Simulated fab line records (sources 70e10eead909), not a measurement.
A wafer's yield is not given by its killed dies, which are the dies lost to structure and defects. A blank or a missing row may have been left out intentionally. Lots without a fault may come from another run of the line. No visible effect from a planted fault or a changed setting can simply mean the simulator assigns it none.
Which tool was responsible? + flow nandHarc + 72 wafers from 24 lots sampled at 6 of the route's 1302 steps

== WHAT THE GAUGES SHOWED, per wafer ==
The record lacks any reading of a measuring or inspecting step that a usual standard deviation could be used to judge.

== WHAT TOOL EACH LOT RAN ON (gives the tool, then ch and the chambers of the sampled wafers, and finally the start) ==
| lot  | NHARC_A_CHANNEL_FILL_D2_ETCHBACK_08          | NHARC_A_STAIRCASE_TRIM_14                    | NHARC_A_STAIRCASE_TRIM_22                    | NHARC_A_STAIRCASE_STRIP_175         | NHARC_A_STAIRCASE_ETCH_190    | NHARC_A_STAIRCASE_TRIM_191    |
|------|----------------------------------------------|----------------------------------------------|----------------------------------------------|-------------------------------------|-------------------------------|-------------------------------|
| L074 | rieDiel-11 ch 0,2,3, day 15 15:11 or earlier | rieDiel-03 ch 1,3, day 15 15:11 or earlier   | rieDiel-05 ch 0,3, day 15 15:11 or earlier   | plasmaAsher-01 ch 1, day 15 15:11   | rieDiel-03 ch 1,2, no start   | rieDiel-03 ch 0,2,3, no start |
| L075 | rieDiel-08 ch 0,2, day 15 22:46 or earlier   | rieDiel-03 ch 0,1,3, day 15 22:46 or earlier | rieDiel-03 ch 0,2,3, day 15 22:46 or earlier | plasmaAsher-02 ch 0,1, day 15 22:46 | rieDiel-03 ch 0,2, no start   | rieDiel-03 ch 0,1, no start   |
| L078 | rieDiel-04 ch 0,1,2, day 16 21:50 or earlier | rieDiel-02 ch 0,1, day 16 21:50 or earlier   | rieDiel-05 ch 0,2, day 16 21:50 or earlier   | plasmaAsher-02 ch 0,1, day 16 21:50 | rieDiel-03 ch 2,3, no start   | rieDiel-03 ch 2,3, no start   |
| L076 | rieDiel-11 ch 0,3, day 17 04:15 or earlier   | rieDiel-05 ch 0,3, day 17 04:15 or earlier   | rieDiel-05 ch 0,1,2, day 17 04:15 or earlier | plasmaAsher-01 ch 0,1, day 17 04:15 | rieDiel-03 ch 0,2, no start   | rieDiel-03 ch 0,3, no start   |
| L077 | rieDiel-04 ch 0,1,3, day 17 06:35 or earlier | rieDiel-03 ch 0,3, day 17 06:35 or earlier   | rieDiel-03 ch 0,2, day 17 06:35 or earlier   | plasmaAsher-02 ch 0,1, day 17 06:35 | rieDiel-05 ch 1,2,3, no start | rieDiel-05 ch 0,2,3, no start |
| L079 | rieDiel-08 ch 0,3, day 17 09:50 or earlier   | rieDiel-02 ch 1,2,3, day 17 09:50 or earlier | rieDiel-03 ch 0,2,3, day 17 09:50 or earlier | plasmaAsher-01 ch 0,1, day 17 09:50 | rieDiel-03 ch 0,2,3, no start | rieDiel-03 ch 0,2,3, no start |
| L080 | rieDiel-04 ch 1,2, day 18 05:07 or earlier   | rieDiel-02 ch 1,2,3, day 18 05:07 or earlier | rieDiel-02 ch 0,2,3, day 18 05:07 or earlier | plasmaAsher-02 ch 0, day 18 05:07   | rieDiel-03 ch 0,2,3, no start | rieDiel-03 ch 0,2, no start   |
| L082 | rieDiel-08 ch 0,1,2, day 18 20:11 or earlier | rieDiel-03 ch 0,2,3, day 18 20:11 or earlier | rieDiel-03 ch 0,2,3, day 18 20:11 or earlier | plasmaAsher-01 ch 0,1, day 18 20:11 | rieDiel-03 ch 0,2,3, no start | rieDiel-03 ch 0,1,2, no start |
| L081 | rieDiel-11 ch 1,2,3, day 18 20:49 or earlier | rieDiel-02 ch 0,1,2, day 18 20:49 or earlier | rieDiel-05 ch 0,1, day 18 20:49 or earlier   | plasmaAsher-01 ch 0,1, day 18 20:49 | rieDiel-02 ch 0,2, no start   | rieDiel-02 ch 1,3, no start   |
| L085 | rieDiel-11 ch 1,2, day 20 01:28 or earlier   | rieDiel-02 ch 1,3, day 20 01:28 or earlier   | rieDiel-02 ch 1,2,3, day 20 01:28 or earlier | plasmaAsher-02 ch 0,1, day 20 01:28 | rieDiel-02 ch 0,2,3, no start | rieDiel-02 ch 0,1,2, no start |
| L083 | rieDiel-08 ch 0,1,3, day 20 01:56 or earlier | rieDiel-05 ch 1,2,3, day 20 01:56 or earlier | rieDiel-05 ch 0,1,3, day 20 01:56 or earlier | plasmaAsher-02 ch 0,1, day 20 01:56 | rieDiel-02 ch 0,1,2, no start | rieDiel-02 ch 0,1,2, no start |
| L084 | rieDiel-08 ch 0,2,3, day 20 12:44 or earlier | rieDiel-02 ch 2,3, day 20 12:44 or earlier   | rieDiel-02 ch 1,2,3, day 20 12:44 or earlier | plasmaAsher-02 ch 0,1, day 20 12:44 | rieDiel-02 ch 0,1, no start   | rieDiel-02 ch 0,2, no start   |
| L086 | rieDiel-11 ch 0,2, day 20 13:34 or earlier   | rieDiel-05 ch 0,2,3, day 20 13:34 or earlier | rieDiel-05 ch 0,3, day 20 13:34 or earlier   | plasmaAsher-01 ch 0,1, day 20 13:34 | rieDiel-05 ch 1,2, no start   | rieDiel-05 ch 0,1, no start   |
| L087 | rieDiel-04 ch 2,3, day 21 06:34 or earlier   | rieDiel-02 ch 2,3, day 21 06:34 or earlier   | rieDiel-02 ch 1,2,3, day 21 06:34 or earlier | plasmaAsher-01 ch 0,1, day 21 06:34 | rieDiel-02 ch 0,3, no start   | rieDiel-02 ch 0,3, no start   |
| L088 | rieDiel-04 ch 0,1,2, day 21 13:19 or earlier | rieDiel-05 ch 0,1,3, day 21 13:19 or earlier | rieDiel-03 ch 1,2, day 21 13:19 or earlier   | plasmaAsher-02 ch 0,1, day 21 13:19 | rieDiel-05 ch 0,1,2, no start | rieDiel-05 ch 0,1,2, no start |
| L089 | rieDiel-08 ch 0,1,3, day 21 18:34 or earlier | rieDiel-05 ch 0,3, day 21 18:34 or earlier   | rieDiel-03 ch 2,3, day 21 18:34 or earlier   | plasmaAsher-02 ch 0,1, day 21 18:34 | rieDiel-02 ch 1,2,3, no start | rieDiel-02 ch 0,3, no start   |
| L090 | rieDiel-11 ch 0,2,3, day 22 13:58 or earlier | rieDiel-05 ch 1,2,3, day 22 13:58 or earlier | rieDiel-02 ch 0,2,3, day 22 13:58 or earlier | plasmaAsher-02 ch 0,1, day 22 13:58 | rieDiel-05 ch 0,3, no start   | rieDiel-05 ch 0,1, no start   |
| L091 | rieDiel-04 ch 0,2, day 22 21:35 or earlier   | rieDiel-02 ch 0,2, day 22 21:35 or earlier   | rieDiel-02 ch 0,1, day 22 21:35 or earlier   | plasmaAsher-02 ch 0,1, day 22 21:35 | rieDiel-05 ch 0,2,3, no start | rieDiel-05 ch 0,3, no start   |
| L092 | rieDiel-11 ch 1,2,3, day 22 22:25 or earlier | rieDiel-05 ch 0,1,3, day 22 22:25 or earlier | rieDiel-02 ch 0,2, day 22 22:25 or earlier   | plasmaAsher-02 ch 0,1, day 22 22:25 | rieDiel-05 ch 0,2, no start   | rieDiel-05 ch 1,2, no start   |
| L093 | rieDiel-11 ch 2,3, day 24 01:23 or earlier   | rieDiel-05 ch 1,2, day 24 01:23 or earlier   | rieDiel-05 ch 1,2,3, day 24 01:23 or earlier | plasmaAsher-01 ch 1, day 24 01:23   | rieDiel-02 ch 1,3, no start   | rieDiel-02 ch 0,2,3, no start |
| L095 | rieDiel-11 ch 1,2, day 24 10:49 or earlier   | rieDiel-02 ch 2,3, day 24 10:49 or earlier   | rieDiel-03 ch 0,1,3, day 24 10:49 or earlier | plasmaAsher-01 ch 0,1, day 24 10:49 | rieDiel-02 ch 0,3, no start   | rieDiel-02 ch 1,2,3, no start |
| L094 | rieDiel-11 ch 1,3, day 24 11:04 or earlier   | rieDiel-03 ch 1,2, day 24 11:04 or earlier   | rieDiel-03 ch 0,1,3, day 24 11:04 or earlier | plasmaAsher-02 ch 1, day 24 11:04   | rieDiel-02 ch 0,1,3, no start | rieDiel-02 ch 0,3, no start   |
| L096 | rieDiel-04 ch 0,1,3, day 24 23:49 or earlier | rieDiel-03 ch 0,1, day 24 23:49 or earlier   | rieDiel-03 ch 0,1,2, day 24 23:49 or earlier | plasmaAsher-02 ch 0,1, day 24 23:49 | rieDiel-05 ch 0,1,2, no start | rieDiel-05 ch 0,2, no start   |
| L097 | rieDiel-11 ch 0,1,2, day 25 15:46 or earlier | rieDiel-03 ch 0,1, day 25 15:46 or earlier   | rieDiel-02 ch 0,2, day 25 15:46 or earlier   | plasmaAsher-01 ch 0,1, day 25 15:46 | rieDiel-05 ch 0,1, no start   | rieDiel-05 ch 0,2, no start   |
- NHARC_A_CHANNEL_FILL_D2_ETCHBACK_08: etches the open film in C4F8, target depth 220 nm, time 110 s.
- NHARC_A_STAIRCASE_TRIM_14: chemistry O2, time 211.2 s.
- NHARC_A_STAIRCASE_TRIM_22: chemistry O2, time 211.2 s.
- NHARC_A_STAIRCASE_STRIP_175: strips in O2.
- NHARC_A_STAIRCASE_ETCH_190: etches the open film in C4F8/O2, target depth 100 nm, time 40.5 s.
- NHARC_A_STAIRCASE_TRIM_191: chemistry O2, time 211.2 s.

== AS READ BY THE TOOLS THEMSELVES (means over the sampled wafers that have a number; for cases with no such wafer, the mark the record gives instead) ==
NHARC_A_CHANNEL_FILL_D2_ETCHBACK_08.
| lot  | tool       | oesProductAu (a.u.) | rfVppV (V) |
|------|------------|---------------------|------------|
| L074 | rieDiel-11 | 0.92                | 439.8      |
| L075 | rieDiel-08 | 0.93                | 440.8      |
| L078 | rieDiel-04 | 1.01                | 439.2      |
| L076 | rieDiel-11 | 0.93                | 439.0      |
| L077 | rieDiel-04 | 1.01                | 439.6      |
| L079 | rieDiel-08 | 0.99                | 441.6      |
| L080 | rieDiel-04 | 0.99                | 441.5      |
| L082 | rieDiel-08 | 0.92                | 441.2      |
| L081 | rieDiel-11 | 0.93                | 441.0      |
| L085 | rieDiel-11 | 0.99                | 443.6      |
| L083 | rieDiel-08 | 0.92                | 441.8      |
| L084 | rieDiel-08 | 0.99                | 440.2      |
| L086 | rieDiel-11 | 0.99                | 439.5      |
| L087 | rieDiel-04 | 0.95                | 443.2      |
| L088 | rieDiel-04 | 0.99                | 439.8      |
| L089 | rieDiel-08 | 1.00                | 441.0      |
| L090 | rieDiel-11 | 0.92                | 439.4      |
| L091 | rieDiel-04 | 0.93                | 438.3      |
| L092 | rieDiel-11 | 1.00                | 441.0      |
| L093 | rieDiel-11 | 0.92                | 439.8      |
| L095 | rieDiel-11 | 0.99                | 442.8      |
| L094 | rieDiel-11 | 0.92                | 442.1      |
| L096 | rieDiel-04 | 1.00                | 440.5      |
| L097 | rieDiel-11 | 0.99                | 440.7      |

NHARC_A_STAIRCASE_TRIM_14.
| lot  | tool       | drypumpMotorCurrentA (A) | oesProductAu (a.u.) | rfVppV (V) | showerheadPlenumPTorr (Torr) | throttleValvePct (%) |
|------|------------|--------------------------|---------------------|------------|------------------------------|----------------------|
| L074 | rieDiel-03 | 5.8                      | 0.997               | 59.0       | 3.61                         | 17.030               |
| L075 | rieDiel-03 | 5.9                      | 0.991               | 57.8       | 3.59                         | 17.034               |
| L078 | rieDiel-02 | 5.8                      | 0.998               | 57.3       | 3.47                         | 17.029               |
| L076 | rieDiel-05 | 5.7                      | 0.993               | 57.3       | 3.47                         | 17.040               |
| L077 | rieDiel-03 | 6.1                      | 0.991               | 57.2       | 3.55                         | 17.041               |
| L079 | rieDiel-02 | 6.0                      | 1.000               | 57.4       | 3.42                         | 17.032               |
| L080 | rieDiel-02 | 6.1                      | 1.004               | 57.5       | 3.41                         | 17.035               |
| L082 | rieDiel-03 | 6.2                      | 0.985               | 58.1       | 3.47                         | 17.046               |
| L081 | rieDiel-02 | 5.9                      | 1.003               | 57.5       | 3.44                         | 17.048               |
| L085 | rieDiel-02 | 6.1                      | 1.009               | 57.5       | 3.47                         | 17.052               |
| L083 | rieDiel-05 | 5.8                      | 0.984               | 57.2       | 3.55                         | 17.033               |
| L084 | rieDiel-02 | 6.1                      | 1.007               | 57.5       | 3.43                         | 17.035               |
| L086 | rieDiel-05 | 5.9                      | 0.991               | 57.7       | 3.42                         | 17.045               |
| L087 | rieDiel-02 | 6.1                      | 1.004               | 58.6       | 3.38                         | 17.033               |
| L088 | rieDiel-05 | 6.0                      | 0.995               | 57.8       | 3.49                         | 17.035               |
| L089 | rieDiel-05 | 5.7                      | 1.003               | 57.7       | 3.45                         | 17.042               |
| L090 | rieDiel-05 | 5.7                      | 0.993               | 57.7       | 3.53                         | 17.038               |
| L091 | rieDiel-02 | 5.7                      | 1.011               | 58.1       | 3.49                         | 17.043               |
| L092 | rieDiel-05 | 6.0                      | 0.990               | 57.1       | 3.48                         | 17.029               |
| L093 | rieDiel-05 | 5.9                      | 0.996               | 57.8       | 3.48                         | 17.041               |
| L095 | rieDiel-02 | 6.0                      | 1.009               | 56.5       | 3.36                         | 17.041               |
| L094 | rieDiel-03 | 6.3                      | 0.992               | 57.2       | 3.39                         | 17.043               |
| L096 | rieDiel-03 | 5.6                      | 0.999               | 57.6       | 3.59                         | 17.025               |
| L097 | rieDiel-03 | 5.6                      | 1.000               | 58.2       | 3.56                         | 17.039               |

NHARC_A_STAIRCASE_TRIM_22.
| lot  | tool       | drypumpMotorCurrentA (A) | oesProductAu (a.u.) | rfVppV (V) | showerheadPlenumPTorr (Torr) | throttleValvePct (%) |
|------|------------|--------------------------|---------------------|------------|------------------------------|----------------------|
| L074 | rieDiel-05 | 5.7                      | 1.007               | 58.4       | 3.47                         | 17.045               |
| L075 | rieDiel-03 | 6.2                      | 0.991               | 57.4       | 3.48                         | 17.034               |
| L078 | rieDiel-05 | 6.1                      | 1.000               | 57.8       | 3.39                         | 17.024               |
| L076 | rieDiel-05 | 6.2                      | 0.995               | 57.1       | 3.47                         | 17.044               |
| L077 | rieDiel-03 | 6.3                      | 0.985               | 58.0       | 3.40                         | 17.035               |
| L079 | rieDiel-03 | 6.2                      | 0.987               | 58.1       | 3.47                         | 17.043               |
| L080 | rieDiel-02 | 5.9                      | 1.004               | 58.0       | 3.48                         | 17.035               |
| L082 | rieDiel-03 | 6.2                      | 0.992               | 58.2       | 3.47                         | 17.035               |
| L081 | rieDiel-05 | 6.4                      | 0.988               | 58.3       | 3.54                         | 17.027               |
| L085 | rieDiel-02 | 6.0                      | 1.000               | 56.8       | 3.41                         | 17.041               |
| L083 | rieDiel-05 | 6.0                      | 0.991               | 57.2       | 3.50                         | 17.048               |
| L084 | rieDiel-02 | 6.0                      | 1.001               | 57.2       | 3.40                         | 17.042               |
| L086 | rieDiel-05 | 5.7                      | 0.996               | 58.2       | 3.45                         | 17.036               |
| L087 | rieDiel-02 | 6.0                      | 0.997               | 58.0       | 3.40                         | 17.039               |
| L088 | rieDiel-03 | 5.9                      | 0.993               | 57.4       | 3.52                         | 17.041               |
| L089 | rieDiel-03 | 6.5                      | 0.995               | 56.6       | 3.37                         | 17.037               |
| L090 | rieDiel-02 | 5.9                      | 1.007               | 57.9       | 3.46                         | 17.039               |
| L091 | rieDiel-02 | 5.9                      | 1.001               | 59.0       | 3.45                         | 17.031               |
| L092 | rieDiel-02 | 5.9                      | 1.015               | 57.1       | 3.40                         | 17.040               |
| L093 | rieDiel-05 | 5.7                      | 0.996               | 58.4       | 3.52                         | 17.037               |
| L095 | rieDiel-03 | 5.9                      | 0.993               | 58.1       | 3.56                         | 17.043               |
| L094 | rieDiel-03 | 5.9                      | 0.991               | 57.8       | 3.55                         | 17.046               |
| L096 | rieDiel-03 | 6.0                      | 0.995               | 57.9       | 3.48                         | 17.038               |
| L097 | rieDiel-02 | 5.9                      | 1.006               | 57.0       | 3.39                         | 17.035               |

NHARC_A_STAIRCASE_STRIP_175.
| lot  | tool           | drypumpMotorCurrentA (A) | heaterPowerW (W) |
|------|----------------|--------------------------|------------------|
| L074 | plasmaAsher-01 | 5.9                      | 345              |
| L075 | plasmaAsher-02 | 4.8                      | 317              |
| L078 | plasmaAsher-02 | 4.8                      | 317              |
| L076 | plasmaAsher-01 | 5.9                      | 319              |
| L077 | plasmaAsher-02 | 4.8                      | 316              |
| L079 | plasmaAsher-01 | 5.8                      | 319              |
| L080 | plasmaAsher-02 | 4.9                      | 296              |
| L082 | plasmaAsher-01 | 5.9                      | 317              |
| L081 | plasmaAsher-01 | 5.8                      | 322              |
| L085 | plasmaAsher-02 | 4.8                      | 336              |
| L083 | plasmaAsher-02 | 4.8                      | 309              |
| L084 | plasmaAsher-02 | 4.8                      | 331              |
| L086 | plasmaAsher-01 | 5.8                      | 303              |
| L087 | plasmaAsher-01 | 5.9                      | 320              |
| L088 | plasmaAsher-02 | 4.8                      | 318              |
| L089 | plasmaAsher-02 | 4.8                      | 328              |
| L090 | plasmaAsher-02 | 4.8                      | 316              |
| L091 | plasmaAsher-02 | 4.8                      | 332              |
| L092 | plasmaAsher-02 | 4.8                      | 335              |
| L093 | plasmaAsher-01 | 5.9                      | 325              |
| L095 | plasmaAsher-01 | 5.8                      | 283              |
| L094 | plasmaAsher-02 | 4.7                      | 342              |
| L096 | plasmaAsher-02 | 4.8                      | 311              |
| L097 | plasmaAsher-01 | 5.9                      | 306              |

NHARC_A_STAIRCASE_ETCH_190.
| lot  | tool       | oesProductAu (a.u.) | rfVppV (V) |
|------|------------|---------------------|------------|
| L074 | rieDiel-03 | 0.925               | 893        |
| L075 | rieDiel-03 | 0.934               | 891        |
| L078 | rieDiel-03 | 0.920               | 894        |
| L076 | rieDiel-03 | 0.926               | 895        |
| L077 | rieDiel-05 | 0.939               | 897        |
| L079 | rieDiel-03 | 0.937               | 894        |
| L080 | rieDiel-03 | 0.926               | 894        |
| L082 | rieDiel-03 | 0.936               | 893        |
| L081 | rieDiel-02 | 0.942               | 892        |
| L085 | rieDiel-02 | 0.940               | 893        |
| L083 | rieDiel-02 | 0.926               | 892        |
| L084 | rieDiel-02 | 0.942               | 893        |
| L086 | rieDiel-05 | 0.929               | 896        |
| L087 | rieDiel-02 | 0.940               | 897        |
| L088 | rieDiel-05 | 0.940               | 893        |
| L089 | rieDiel-02 | 0.960               | 892        |
| L090 | rieDiel-05 | 0.943               | 890        |
| L091 | rieDiel-05 | 0.932               | 892        |
| L092 | rieDiel-05 | 0.930               | 888        |
| L093 | rieDiel-02 | 0.931               | 893        |
| L095 | rieDiel-02 | 0.950               | 895        |
| L094 | rieDiel-02 | 0.932               | 894        |
| L096 | rieDiel-05 | 0.925               | 893        |
| L097 | rieDiel-05 | 0.941               | 901        |

NHARC_A_STAIRCASE_TRIM_191.
| lot  | tool       | drypumpMotorCurrentA (A) | oesProductAu (a.u.) | rfVppV (V) | showerheadPlenumPTorr (Torr) | throttleValvePct (%) |
|------|------------|--------------------------|---------------------|------------|------------------------------|----------------------|
| L074 | rieDiel-03 | 6.2                      | 0.992               | 57.7       | 3.48                         | 17.032               |
| L075 | rieDiel-03 | 5.7                      | 0.994               | 57.8       | 3.60                         | 17.052               |
| L078 | rieDiel-03 | 6.4                      | 0.992               | 57.4       | 3.46                         | 17.041               |
| L076 | rieDiel-03 | 5.9                      | 0.994               | 56.7       | 3.56                         | 17.040               |
| L077 | rieDiel-05 | 5.9                      | 0.994               | 57.8       | 3.43                         | 17.034               |
| L079 | rieDiel-03 | 6.2                      | 0.992               | 57.4       | 3.47                         | 17.035               |
| L080 | rieDiel-03 | 6.0                      | 0.987               | 58.1       | 3.48                         | 17.041               |
| L082 | rieDiel-03 | 6.0                      | 0.993               | 57.2       | 3.50                         | 17.038               |
| L081 | rieDiel-02 | 6.0                      | 0.995               | 57.9       | 3.43                         | 17.039               |
| L085 | rieDiel-02 | 5.8                      | 1.000               | 58.2       | 3.44                         | 17.040               |
| L083 | rieDiel-02 | 5.9                      | 0.998               | 57.4       | 3.44                         | 17.039               |
| L084 | rieDiel-02 | 5.7                      | 0.997               | 57.2       | 3.49                         | 17.034               |
| L086 | rieDiel-05 | 6.5                      | 0.991               | 57.4       | 3.40                         | 17.044               |
| L087 | rieDiel-02 | 5.9                      | 1.007               | 58.3       | 3.52                         | 17.031               |
| L088 | rieDiel-05 | 6.2                      | 0.994               | 57.2       | 3.45                         | 17.039               |
| L089 | rieDiel-02 | 5.8                      | 1.007               | 58.2       | 3.55                         | 17.036               |
| L090 | rieDiel-05 | 6.4                      | 0.998               | 57.4       | 3.52                         | 17.042               |
| L091 | rieDiel-05 | 5.7                      | 0.994               | 57.2       | 3.44                         | 17.038               |
| L092 | rieDiel-05 | 6.1                      | 0.992               | 58.9       | 3.57                         | 17.037               |
| L093 | rieDiel-02 | 5.9                      | 1.012               | 57.8       | 3.45                         | 17.040               |
| L095 | rieDiel-02 | 6.1                      | 1.006               | 57.7       | 3.39                         | 17.033               |
| L094 | rieDiel-02 | 5.9                      | 1.015               | 57.6       | 3.51                         | 17.045               |
| L096 | rieDiel-05 | 6.4                      | 0.990               | 55.8       | 3.31                         | 17.031               |
| L097 | rieDiel-05 | 6.1                      | 1.005               | 57.7       | 3.54                         | 17.036               |

== THE ANSWER, worked out from the rows above alone ==
Rule: what is usual is taken from the lots themselves. Put in order of their means at a reading, lots are off if they are a third of the lots or fewer, leave a main group of 4 or more, and stand apart from it by a gap of 3 or more times the standard deviation of the main group's means; of several such gaps the widest counts. Not used: any main group whose means are identical at the precision the tables above print for the reading. A lot without any number at a reading at which 4 lots or more have one is off too. All remaining lots with rows at the step are treated as sound. After the gauges, taken in route order, come the tools' own readings; for these a lot's mean is taken, as printed above. The first step at which some lot is off is used, and at that step the reading that is off furthest; a lot without a number counts as furthest.
No lot is off at any reading shown: from this, nothing can be told.

== WHAT WAS PUT IN BY THE SIMULATOR ==
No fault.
